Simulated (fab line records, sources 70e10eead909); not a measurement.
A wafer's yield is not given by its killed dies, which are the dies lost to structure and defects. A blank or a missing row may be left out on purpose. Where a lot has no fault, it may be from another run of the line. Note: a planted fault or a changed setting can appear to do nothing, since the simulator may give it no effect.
Chamber matching + flow nandHarc + NHARC_A_SGD_CUT_ETCHBACK_24 on rieDiel-10: 4 sister chambers
The step etches the open film in CH3F/O2, target depth 50 nm, time 92.857 s. 16 wafers are shown with their chamber, then 8 later ones without.

WAFERS WITH THEIR CHAMBER
| wafer  | chamber | showerheadPlenumPTorr (Torr) | rfVppV (V) | oesProductAu (a.u.) |
|--------|---------|------------------------------|------------|---------------------|
| L074.1 | 2       | 2.61                         | 247.0      | 0.99                |
| L074.3 | 3       | 2.48                         | 244.5      | 0.98                |
| L074.5 | 3       | 2.48                         | 244.9      | 0.99                |
| L076.1 | 0       | 2.59                         | 246.2      | 0.93                |
| L076.2 | 1       | 2.39                         | 243.7      | 0.93                |
| L076.5 | 1       | 2.39                         | 243.7      | 0.94                |
| L083.3 | 2       | 2.60                         | 246.1      | 1.01                |
| L083.4 | 3       | 2.48                         | 244.1      | 1.00                |
| L083.6 | 0       | 2.59                         | 246.4      | 1.00                |
| L085.1 | 2       | 2.60                         | 246.4      | 1.00                |
| L085.3 | 1       | 2.39                         | 243.7      | 1.00                |
| L085.4 | 0       | 2.59                         | 246.1      | 0.99                |
| L091.1 | 2       | 2.60                         | 245.7      | 1.01                |
| L091.3 | 0       | 2.59                         | 246.3      | 1.00                |
| L091.5 | 2       | 2.60                         | 245.8      | 1.01                |
| L089.1 | 3       | 2.47                         | 242.7      | 1.00                |

SIGNATURES (means of the wafers above)
| reading               | chamber 0 | chamber 1 | chamber 2 | chamber 3 | scatter within a chamber |
|-----------------------|-----------|-----------|-----------|-----------|--------------------------|
| showerheadPlenumPTorr | 2.5900    | 2.3900    | 2.6020    | 2.4775    | 0.00359                  |
| rfVppV                | 246.250   | 243.700   | 246.200   | 244.050   | 0.57                     |
| oesProductAu          | 0.9800    | 0.9567    | 1.0040    | 0.9925    | 0.0239                   |
Rule: distance of a wafer from a chamber = root of the sum over the readings of ((wafer's reading minus chamber's mean) / reading's scatter) squared. If the next closest chamber is less than 2 further off than the closest, the wafer can't be placed; otherwise it belongs to the closest. The scatter: take each reading less its chamber's mean, square it, sum over the shown wafers, divide by the number of wafers less the number of chambers, and take the root.

WAFERS MISSING THEIR CHAMBER
| wafer  | showerheadPlenumPTorr (Torr) | rfVppV (V) | oesProductAu (a.u.) |
|--------|------------------------------|------------|---------------------|
| L089.4 | 2.60                         | 246.6      | 1.01                |
| L089.5 | 2.59                         | 245.1      | 0.99                |
| L097.1 | 2.59                         | 247.0      | 0.97                |
| L097.2 | 2.39                         | 242.5      | 1.00                |
| L097.3 | 2.47                         | 244.6      | 0.99                |
| L096.1 | 2.39                         | 243.1      | 0.92                |
| L096.4 | 2.47                         | 243.9      | 0.92                |
| L096.5 | 2.59                         | 246.8      | 0.92                |

THE CHAMBER EACH PASSED THROUGH
| wafer  | from the rows above     | in truth |
|--------|-------------------------|----------|
| L089.4 | 2                       | 2        |
| L089.5 | can't be placed: 0 or 2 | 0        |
| L097.1 | 0                       | 0        |
| L097.2 | 1                       | 1        |
| L097.3 | 3                       | 3        |
| L096.1 | 1                       | 1        |
| L096.4 | 3                       | 3        |
| L096.5 | 0                       | 0        |
Correctly placed: 7 of 8. From these rows, 1 cannot be placed; in 1 the true chamber is one of the candidates. Wrongly placed: 0.
